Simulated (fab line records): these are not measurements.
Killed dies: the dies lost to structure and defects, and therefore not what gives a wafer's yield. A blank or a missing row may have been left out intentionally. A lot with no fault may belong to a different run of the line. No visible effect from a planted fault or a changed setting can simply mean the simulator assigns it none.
Which tool did it? + flow nand harc + 24 lots with 72 wafers sampled at 6 steps, on a route of 1159 steps

## WHAT EACH GAUGE READ, for each wafer
NHARC_A_BONDPAD_CD_MEAS_09 targets a cd of 500 nm.
| lot  | measured     | on        | cd nm (nm)        |
|------|--------------|-----------|-------------------|
| L076 | day 18 06:59 | cd sem-03 | 501.8 503.1 502.7 |
| L074 | day 18 09:14 | cd sem-03 | 498.4 497.9 501.3 |
| L075 | day 18 10:24 | cd sem-01 | 501.0 503.2 501.9 |
| L077 | day 18 13:54 | cd sem-01 | 503.9 504.0 505.6 |
| L078 | day 18 14:16 | cd sem-03 | 496.6 499.1 501.1 |
| L080 | day 19 03:44 | cd sem-03 | 503.2 503.8 505.0 |
| L079 | day 19 06:38 | cd sem-01 | 497.2 498.7 498.6 |
| L081 | day 19 07:15 | cd sem-01 | 497.7 501.0 497.3 |
| L082 | day 20 03:15 | cd sem-01 | 502.6 497.8 500.9 |
| L083 | day 20 03:28 | cd sem-03 | 499.5 499.4 503.1 |
| L084 | day 20 05:27 | cd sem-03 | 501.3 497.3 498.9 |
| L087 | day 20 16:35 | cd sem-01 | 498.4 498.0 497.1 |
| L088 | day 21 06:44 | cd sem-01 | 502.0 500.7 498.6 |
| L086 | day 21 07:52 | cd sem-03 | 501.8 501.2 500.9 |
| L089 | day 21 09:34 | cd sem-03 | 500.2 505.4 502.0 |
| L085 | day 21 10:44 | cd sem-03 | 502.6 500.7 501.6 |
| L092 | day 21 23:42 | cd sem-03 | 503.2 500.1 502.1 |
| L091 | day 22 12:10 | cd sem-03 | 500.7 498.6 498.0 |
| L090 | day 22 16:05 | cd sem-03 | 501.1 502.5 503.4 |
| L093 | day 22 17:12 | cd sem-01 | 498.0 499.3 500.3 |
| L097 | day 23 05:13 | cd sem-01 | 500.9 496.0 501.0 |
| L095 | day 23 05:39 | cd sem-03 | 503.5 500.2 499.7 |
| L096 | day 23 17:47 | cd sem-03 | 500.8 498.7 501.3 |
| L094 | day 23 21:13 | cd sem-03 | 501.7 498.3 498.9 |

NHARC_A_BONDPAD_CD_MEAS_13.
| lot  | measured     | on        | cd nm (nm)        |
|------|--------------|-----------|-------------------|
| L076 | day 18 07:32 | cd sem-01 | 500.7 504.0 502.1 |
| L074 | day 18 09:46 | cd sem-01 | 497.9 496.8 500.2 |
| L075 | day 18 10:56 | cd sem-03 | 500.0 501.3 501.6 |
| L077 | day 18 14:26 | cd sem-03 | 502.1 502.6 506.1 |
| L078 | day 18 14:48 | cd sem-01 | 496.6 497.9 500.0 |
| L080 | day 19 04:17 | cd sem-01 | 502.5 503.6 504.0 |
| L079 | day 19 07:10 | cd sem-03 | 497.2 498.5 496.9 |
| L081 | day 19 07:47 | cd sem-01 | 498.8 501.5 496.9 |
| L082 | day 20 03:46 | cd sem-01 | 502.4 497.8 499.0 |
| L083 | day 20 04:03 | cd sem-03 | 498.2 498.5 501.8 |
| L084 | day 20 05:59 | cd sem-03 | 500.8 497.3 498.4 |
| L087 | day 20 17:07 | cd sem-01 | 498.2 497.1 497.4 |
| L088 | day 21 07:16 | cd sem-01 | 500.9 499.9 497.7 |
| L086 | day 21 08:23 | cd sem-03 | 501.4 500.6 499.9 |
| L089 | day 21 10:05 | cd sem-01 | 498.8 504.8 501.2 |
| L085 | day 21 11:16 | cd sem-03 | 501.9 500.0 500.2 |
| L092 | day 22 00:14 | cd sem-01 | 502.6 499.0 500.4 |
| L091 | day 22 12:41 | cd sem-03 | 500.7 497.9 497.6 |
| L090 | day 22 16:38 | cd sem-01 | 500.3 500.7 503.2 |
| L093 | day 22 17:44 | cd sem-03 | 497.7 499.4 500.2 |
| L097 | day 23 05:45 | cd sem-01 | 500.2 496.1 500.6 |
| L095 | day 23 06:11 | cd sem-01 | 503.5 500.7 499.8 |
| L096 | day 23 18:19 | cd sem-03 | 501.1 498.7 500.4 |
| L094 | day 23 21:44 | cd sem-03 | 500.6 499.1 499.4 |

## TOOL THAT RAN EACH LOT (tool first, then ch and the chambers of the sampled wafers, then the start)
| lot  | NHARC_A_M0_ETCH_34                 | NHARC_A_M1_ETCH_35                 | NHARC_A_M1_PVD_20                       | NHARC_A_BONDPAD_DESCUM_11          |
|------|------------------------------------|------------------------------------|-----------------------------------------|------------------------------------|
| L076 | rie diel-10 ch 1,2,3, day 17 20:43 | rie diel-08 ch 0,1,3, day 18 02:27 | pvd sputter-01, day 18 06:59 or earlier | rie diel-03 ch 0,1,3, day 18 07:13 |
| L074 | rie diel-04 ch 0,1,2, day 18 00:20 | rie diel-01 ch 0,1,3, day 18 04:41 | pvd sputter-01, day 18 09:14 or earlier | rie diel-03 ch 0,1,2, day 18 09:26 |
| L075 | rie diel-04 ch 0,1,2, day 18 01:13 | rie diel-12 ch 0,2,3, day 18 05:43 | pvd sputter-03, day 18 10:24 or earlier | rie diel-03 ch 0,2,3, day 18 10:37 |
| L077 | rie diel-09 ch 0,2,3, day 18 05:07 | rie diel-12 ch 0,1,3, day 18 09:14 | pvd sputter-01, day 18 13:54 or earlier | rie diel-05 ch 0,1,3, day 18 14:07 |
| L078 | rie diel-04 ch 1,3, day 18 05:17   | rie diel-01 ch 0,2,3, day 18 09:47 | pvd sputter-03, day 18 14:16 or earlier | rie diel-05 ch 0,2,3, day 18 14:29 |
| L080 | rie diel-10 ch 0,2, day 18 18:40   | rie diel-01 ch 0,2,3, day 18 22:53 | pvd sputter-03, day 19 03:44 or earlier | rie diel-03 ch 0,1, day 19 03:59   |
| L079 | rie diel-10 ch 0,1,3, day 18 22:08 | rie diel-01 ch 0,1,2, day 19 02:10 | pvd sputter-03, day 19 06:38 or earlier | rie diel-03 ch 0,2,3, day 19 06:52 |
| L081 | rie diel-10 ch 0,1,3, day 18 22:43 | rie diel-01 ch 1,2,3, day 19 02:47 | pvd sputter-01, day 19 07:15 or earlier | rie diel-03 ch 0,1,3, day 19 07:28 |
| L082 | rie diel-10 ch 0,1,3, day 19 18:20 | rie diel-01 ch 0,1,2, day 19 22:23 | pvd sputter-02, day 20 03:15 or earlier | rie diel-03 ch 0,1,3, day 20 03:28 |
| L083 | rie diel-04 ch 0,2,3, day 19 19:07 | rie diel-12 ch 0,1,3, day 19 23:12 | pvd sputter-01, day 20 03:28 or earlier | rie diel-05 ch 0,1,3, day 20 03:41 |
| L084 | rie diel-04 ch 0,1,2, day 19 20:58 | rie diel-08 ch 0,1, day 20 01:08   | pvd sputter-02, day 20 05:27 or earlier | rie diel-03 ch 1,3, day 20 05:39   |
| L087 | rie diel-09 ch 0,1,2, day 20 08:08 | rie diel-01 ch 0,1,3, day 20 12:11 | pvd sputter-01, day 20 16:35 or earlier | rie diel-05 ch 1,3, day 20 16:49   |
| L088 | rie diel-04 ch 0,1,2, day 20 20:51 | rie diel-12 ch 0,1,3, day 21 01:10 | pvd sputter-03, day 21 06:44 or earlier | rie diel-03 ch 0,1,2, day 21 06:57 |
| L086 | rie diel-04 ch 0,2,3, day 20 23:31 | rie diel-01 ch 0,3, day 21 03:26   | pvd sputter-02, day 21 07:52 or earlier | rie diel-03 ch 0,2,3, day 21 08:05 |
| L089 | rie diel-09 ch 0,1,3, day 21 00:49 | rie diel-12 ch 1,2,3, day 21 05:13 | pvd sputter-02, day 21 09:34 or earlier | rie diel-03 ch 0,1,2, day 21 09:47 |
| L085 | rie diel-10 ch 1,2, day 21 01:14   | rie diel-01 ch 0,3, day 21 06:14   | pvd sputter-03, day 21 10:44 or earlier | rie diel-03 ch 0,2, day 21 10:57   |
| L092 | rie diel-09 ch 2,3, day 21 15:10   | rie diel-12 ch 1,2, day 21 19:13   | pvd sputter-03, day 21 23:42 or earlier | rie diel-03 ch 0,2, day 21 23:55   |
| L091 | rie diel-04 ch 1,2, day 21 23:31   | rie diel-08 ch 0,2, day 22 03:50   | pvd sputter-03, day 22 12:10 or earlier | rie diel-02 ch 0,1, day 22 12:22   |
| L090 | rie diel-09 ch 2,3, day 22 07:38   | rie diel-08 ch 1,3, day 22 11:45   | pvd sputter-02, day 22 16:05 or earlier | rie diel-03 ch 0,2, day 22 16:18   |
| L093 | rie diel-09 ch 0,2,3, day 22 08:30 | rie diel-08 ch 0,1,3, day 22 12:37 | pvd sputter-03, day 22 17:12 or earlier | rie diel-03 ch 0,3, day 22 17:25   |
| L097 | rie diel-04 ch 2,3, day 22 20:36   | rie diel-08 ch 0,2, day 23 00:41   | pvd sputter-02, day 23 05:13 or earlier | rie diel-03 ch 1,2, day 23 05:26   |
| L095 | rie diel-09 ch 0,1,2, day 22 21:01 | rie diel-12 ch 0,2,3, day 23 01:07 | pvd sputter-03, day 23 05:39 or earlier | rie diel-03 ch 2,3, day 23 05:52   |
| L096 | rie diel-09 ch 0,1,3, day 23 08:58 | rie diel-01 ch 0,2, day 23 13:28   | pvd sputter-03, day 23 17:47 or earlier | rie diel-05 ch 2,3, day 23 17:59   |
| L094 | rie diel-04 ch 0,1,2, day 23 12:53 | rie diel-01 ch 1,2,3, day 23 16:47 | pvd sputter-02, day 23 21:13 or earlier | rie diel-03 ch 2,3, day 23 21:26   |
- NHARC_A_M0_ETCH_34: etches the open film in N2/H2, target depth 40 nm, overetch 12 nm, time 43.94 s.
- NHARC_A_M1_ETCH_35: etches the open film in N2/H2, target depth 40 nm, overetch 12 nm, time 43.94 s.
- NHARC_A_M1_PVD_20: deposits TaN, target thk 5 nm, time 8.06 s.
- NHARC_A_BONDPAD_DESCUM_11: chemistry O2, time 3 s.

## WHAT THE TOOLS THEMSELVES READ (means of the sampled wafers that have a number; where no wafer has one, the mark that the record gives instead)
NHARC_A_M0_ETCH_34.
| lot  | tool        | drypump motor current A (A) | oes product au (a.u.) | rf vpp V (V) | showerhead plenum p Torr (Torr) | throttle valve pct (%) |
|------|-------------|-----------------------------|-----------------------|--------------|---------------------------------|------------------------|
| L076 | rie diel-10 | 5.5                         | 0.995                 | 430.6        | 2.03                            | 14.174                 |
| L074 | rie diel-04 | 5.8                         | 1.010                 | 429.2        | 2.00                            | 14.167                 |
| L075 | rie diel-04 | 5.8                         | 1.006                 | 428.5        | 2.00                            | 14.181                 |
| L077 | rie diel-09 | 5.9                         | 1.001                 | 431.0        | 2.06                            | 14.172                 |
| L078 | rie diel-04 | 5.7                         | 1.003                 | 428.3        | 1.96                            | 14.161                 |
| L080 | rie diel-10 | 5.3                         | 0.992                 | 429.9        | 2.03                            | 14.175                 |
| L079 | rie diel-10 | 5.4                         | 1.006                 | 432.8        | 2.11                            | 14.174                 |
| L081 | rie diel-10 | 5.4                         | 1.004                 | 432.9        | 2.11                            | 14.174                 |
| L082 | rie diel-10 | 5.4                         | 1.009                 | 432.2        | 2.11                            | 14.171                 |
| L083 | rie diel-04 | 5.5                         | 1.003                 | 427.8        | 1.96                            | 14.176                 |
| L084 | rie diel-04 | 5.8                         | 1.001                 | 429.1        | 2.00                            | 14.159                 |
| L087 | rie diel-09 | 5.8                         | 1.007                 | 429.9        | 2.01                            | 14.177                 |
| L088 | rie diel-04 | 5.9                         | 1.009                 | 429.2        | 2.00                            | 14.168                 |
| L086 | rie diel-04 | 5.5                         | 1.007                 | 427.4        | 1.96                            | 14.168                 |
| L089 | rie diel-09 | 5.7                         | 0.991                 | 432.1        | 2.07                            | 14.166                 |
| L085 | rie diel-10 | 5.4                         | 1.008                 | 429.7        | 2.03                            | 14.167                 |
| L092 | rie diel-09 | 6.0                         | 0.986                 | 431.4        | 2.08                            | 14.162                 |
| L091 | rie diel-04 | 6.0                         | 1.004                 | 430.4        | 2.02                            | 14.177                 |
| L090 | rie diel-09 | 6.0                         | 0.998                 | 431.6        | 2.08                            | 14.169                 |
| L093 | rie diel-09 | 5.9                         | 0.994                 | 431.0        | 2.06                            | 14.173                 |
| L097 | rie diel-04 | 5.5                         | 1.006                 | 428.2        | 1.95                            | 14.158                 |
| L095 | rie diel-09 | 5.8                         | 1.012                 | 430.1        | 2.01                            | 14.175                 |
| L096 | rie diel-09 | 5.7                         | 0.998                 | 431.8        | 2.07                            | 14.175                 |
| L094 | rie diel-04 | 5.8                         | 0.999                 | 429.8        | 2.00                            | 14.170                 |

NHARC_A_M1_ETCH_35.
| lot  | tool        | drypump motor current A (A) | oes product au (a.u.) | rf vpp V (V) | showerhead plenum p Torr (Torr) | throttle valve pct (%) |
|------|-------------|-----------------------------|-----------------------|--------------|---------------------------------|------------------------|
| L076 | rie diel-08 | 5.7                         | 1.002                 | 431.5        | 2.09                            | 14.182                 |
| L074 | rie diel-01 | 5.8                         | 1.000                 | 430.5        | 2.00                            | 14.168                 |
| L075 | rie diel-12 | 5.8                         | 0.999                 | 431.5        | 2.08                            | 14.181                 |
| L077 | rie diel-12 | 5.6                         | 1.005                 | 432.2        | 2.12                            | 14.178                 |
| L078 | rie diel-01 | 5.5                         | 0.993                 | 430.1        | 2.03                            | 14.170                 |
| L080 | rie diel-01 | 5.5                         | 1.001                 | 430.5        | 2.03                            | 14.172                 |
| L079 | rie diel-01 | 5.4                         | 1.011                 | 430.4        | 2.05                            | 14.178                 |
| L081 | rie diel-01 | 5.7                         | 0.992                 | 428.4        | 1.98                            | 14.172                 |
| L082 | rie diel-01 | 5.4                         | 1.002                 | 430.3        | 2.05                            | 14.169                 |
| L083 | rie diel-12 | 5.6                         | 1.004                 | 432.4        | 2.11                            | 14.168                 |
| L084 | rie diel-08 | 5.8                         | 1.001                 | 430.6        | 2.03                            | 14.167                 |
| L087 | rie diel-01 | 5.8                         | 0.998                 | 428.9        | 2.00                            | 14.176                 |
| L088 | rie diel-12 | 5.6                         | 0.995                 | 431.8        | 2.11                            | 14.173                 |
| L086 | rie diel-01 | 5.6                         | 1.014                 | 431.7        | 2.06                            | 14.168                 |
| L089 | rie diel-12 | 5.6                         | 0.996                 | 433.9        | 2.16                            | 14.176                 |
| L085 | rie diel-01 | 5.8                         | 1.006                 | 428.0        | 1.98                            | 14.166                 |
| L092 | rie diel-12 | 5.5                         | 0.995                 | 433.5        | 2.13                            | 14.173                 |
| L091 | rie diel-08 | 6.1                         | 0.997                 | 430.3        | 2.02                            | 14.164                 |
| L090 | rie diel-08 | 5.5                         | 0.996                 | 432.9        | 2.12                            | 14.169                 |
| L093 | rie diel-08 | 5.7                         | 0.993                 | 430.4        | 2.09                            | 14.164                 |
| L097 | rie diel-08 | 6.1                         | 0.995                 | 430.2        | 2.02                            | 14.175                 |
| L095 | rie diel-12 | 5.8                         | 1.003                 | 431.5        | 2.08                            | 14.171                 |
| L096 | rie diel-01 | 5.2                         | 0.997                 | 432.4        | 2.11                            | 14.173                 |
| L094 | rie diel-01 | 5.7                         | 1.009                 | 428.7        | 1.97                            | 14.167                 |

NHARC_A_M1_PVD_20.
| lot  | tool           | bias v (V) | chamber pressure pa (Pa) | substrate temp c (C) | throttle valve pct (%) |
|------|----------------|------------|--------------------------|----------------------|------------------------|
| L076 | pvd sputter-01 | 169.2      | 0.12016                  | 49.95                | 30.2                   |
| L074 | pvd sputter-01 | 168.4      | 0.12007                  | 50.08                | 29.5                   |
| L075 | pvd sputter-03 | 169.5      | 0.11990                  | 50.07                | 29.9                   |
| L077 | pvd sputter-01 | 166.3      | 0.11987                  | 50.02                | 30.3                   |
| L078 | pvd sputter-03 | 168.3      | 0.12024                  | 50.06                | 30.0                   |
| L080 | pvd sputter-03 | 167.9      | 0.12008                  | 50.03                | 28.7                   |
| L079 | pvd sputter-03 | 168.5      | 0.11975                  | 49.98                | 30.5                   |
| L081 | pvd sputter-01 | 167.6      | 0.12001                  | 49.97                | 30.5                   |
| L082 | pvd sputter-02 | 168.0      | 0.12009                  | 49.96                | 29.9                   |
| L083 | pvd sputter-01 | 168.3      | 0.11990                  | 50.02                | 29.7                   |
| L084 | pvd sputter-02 | 168.4      | 0.11987                  | 49.95                | 29.6                   |
| L087 | pvd sputter-01 | 167.8      | 0.12015                  | 50.04                | 29.5                   |
| L088 | pvd sputter-03 | 169.7      | 0.11977                  | 49.91                | 30.0                   |
| L086 | pvd sputter-02 | 167.3      | 0.12005                  | 50.11                | 29.3                   |
| L089 | pvd sputter-02 | 169.5      | 0.11993                  | 50.08                | 29.9                   |
| L085 | pvd sputter-03 | 166.6      | 0.11994                  | 49.97                | 30.4                   |
| L092 | pvd sputter-03 | 167.5      | 0.11982                  | 49.89                | 29.3                   |
| L091 | pvd sputter-03 | 169.1      | 0.11989                  | 50.02                | 30.0                   |
| L090 | pvd sputter-02 | 170.0      | 0.12007                  | 50.07                | 30.1                   |
| L093 | pvd sputter-03 | 167.6      | 0.12016                  | 50.01                | 29.1                   |
| L097 | pvd sputter-02 | 169.4      | 0.11985                  | 49.96                | 29.3                   |
| L095 | pvd sputter-03 | 169.6      | 0.11996                  | 49.91                | 29.5                   |
| L096 | pvd sputter-03 | 168.4      | 0.11972                  | 50.02                | 29.7                   |
| L094 | pvd sputter-02 | 167.6      | 0.11995                  | 49.93                | 30.0                   |

NHARC_A_BONDPAD_DESCUM_11.
| lot  | tool        | drypump motor current A (A) | oes product au (a.u.) | rf vpp V (V) | showerhead plenum p Torr (Torr) | throttle valve pct (%) |
|------|-------------|-----------------------------|-----------------------|--------------|---------------------------------|------------------------|
| L076 | rie diel-03 | 5.5                         | 1.015                 | 57.9         | 1.94                            | 11.314                 |
| L074 | rie diel-03 | 5.4                         | 1.006                 | 57.5         | 1.89                            | 11.308                 |
| L075 | rie diel-03 | 5.4                         | 1.009                 | 57.5         | 1.88                            | 11.314                 |
| L077 | rie diel-05 | 5.6                         | 0.994                 | 57.6         | 1.85                            | 11.313                 |
| L078 | rie diel-05 | 6.0                         | 0.992                 | 56.9         | 1.86                            | 11.317                 |
| L080 | rie diel-03 | 5.2                         | 1.011                 | 56.9         | 1.90                            | 11.312                 |
| L079 | rie diel-03 | 5.4                         | 0.996                 | 57.4         | 1.88                            | 11.315                 |
| L081 | rie diel-03 | 5.4                         | 1.007                 | 58.0         | 1.94                            | 11.308                 |
| L082 | rie diel-03 | 5.4                         | 1.014                 | 57.7         | 1.94                            | 11.315                 |
| L083 | rie diel-05 | 5.6                         | 1.001                 | 57.9         | 1.85                            | 11.310                 |
| L084 | rie diel-03 | 5.7                         | 1.004                 | 57.8         | 1.98                            | 11.314                 |
| L087 | rie diel-05 | 5.5                         | 0.995                 | 58.0         | 1.92                            | 11.307                 |
| L088 | rie diel-03 | 5.4                         | 1.003                 | 58.5         | 1.89                            | 11.311                 |
| L086 | rie diel-03 | 5.4                         | 0.999                 | 57.3         | 1.88                            | 11.315                 |
| L089 | rie diel-03 | 5.4                         | 1.001                 | 56.6         | 1.89                            | 11.307                 |
| L085 | rie diel-03 | 5.1                         | 1.004                 | 58.1         | 1.84                            | 11.303                 |
| L092 | rie diel-03 | 5.1                         | 1.013                 | 57.5         | 1.84                            | 11.313                 |
| L091 | rie diel-02 | 6.1                         | 1.002                 | 58.3         | 1.95                            | 11.311                 |
| L090 | rie diel-03 | 5.4                         | 0.995                 | 56.8         | 1.83                            | 11.316                 |
| L093 | rie diel-03 | 5.4                         | 1.013                 | 58.4         | 1.93                            | 11.307                 |
| L097 | rie diel-03 | 5.6                         | 0.994                 | 56.8         | 1.87                            | 11.312                 |
| L095 | rie diel-03 | 5.6                         | 0.990                 | 57.5         | 1.86                            | 11.323                 |
| L096 | rie diel-05 | 6.3                         | 1.001                 | 57.5         | 1.87                            | 11.308                 |
| L094 | rie diel-03 | 5.6                         | 0.999                 | 58.4         | 1.92                            | 11.301                 |

## THE ANSWER, worked out from the rows above alone
Rule: what is usual is taken from the lots themselves. The widest of any qualifying gaps counts: lots, ordered by their means at a reading, are off when they make up no more than a third of the lots, leave a main group of 4 or more, and stand apart from it by 3 or more times the standard deviation of that group's means. The tables above print the reading to a certain number of digits; a main group whose means all agree to those digits is not used. A lot without any number at a reading at which 4 lots or more have one is off too. Any other lot the step has rows for is counted as sound. The gauges are gone through in route order, then the tools' own readings, and for those a lot's mean is taken as printed above. At the first step where some lot is off, the reading lying furthest off is the one used; lots without a number count as furthest.
Across all readings shown, no lot is off: no conclusion can be drawn from this.

## WHAT THE SIMULATOR HAD INSERTED
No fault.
